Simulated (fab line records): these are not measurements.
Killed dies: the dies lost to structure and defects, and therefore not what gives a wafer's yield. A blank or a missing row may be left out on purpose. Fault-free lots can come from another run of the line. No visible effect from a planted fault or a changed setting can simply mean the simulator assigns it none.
Chamber matching | flow n5-finfet | 4 sister chambers for N5_SDB_CUT_ETCH_26 on rie-si-06
The step etches Si in HBr/Cl2/O2, target depth 129.6 nm, bt time 20 s, time 51.8 s. 7 wafers are shown with their chamber, then 8 later ones without.

== WAFERS, EACH WITH ITS CHAMBER ==
wafer  | chamber | throttle-valve-pct (%) | drypump-motor-current-A (A)
L079.6 | 0       | 37.67                  | 5.6
L081.1 | 3       | 36.68                  | 6.5
L081.6 | 1       | 37.17                  | 6.2
L082.1 | 3       | 36.67                  | 6.5
L082.4 | 0       | 37.68                  | 5.6
L082.6 | 2       | 37.10                  | 5.1
L088.4 | 2       | 37.11                  | 5.2

== WAFERS WITHOUT THEIR CHAMBER ==
wafer  | throttle-valve-pct (%) | drypump-motor-current-A (A)
L088.5 | 37.11                  | 6.2
L088.6 | 37.10                  | 5.1
L089.1 | 37.67                  | 5.6
L089.3 | 37.12                  | 5.2
L089.4 | 37.09                  | 6.2
L097.4 | 36.67                  | 6.5
L097.5 | 37.10                  | 5.2
L097.6 | 37.10                  | 6.2

== THE CHAMBER EACH PASSED THROUGH ==
wafer  | from the rows above | in truth
L088.5 | 1                   | 1
L088.6 | 2                   | 2
L089.1 | 0                   | 0
L089.3 | 2                   | 2
L089.4 | 1                   | 1
L097.4 | 3                   | 3
L097.5 | 2                   | 2
L097.6 | 1                   | 1
Correct placement for 8 of the 8. From these rows, 0 cannot be placed. 0 placed wrongly.
How it was worked out, from the rows above alone: a wafer's distance from a chamber is the root of the sum, over the readings, of the square of ((its reading less the chamber's mean) divided by the reading's scatter). The wafer belongs to the nearest chamber; if the next one is less than 2 further off, it can't be placed. Each chamber's mean is taken over the wafers shown for it. The scatter: take each reading less its chamber's mean, square it, sum over the shown wafers, divide by the number of wafers less the number of chambers, and take the root.
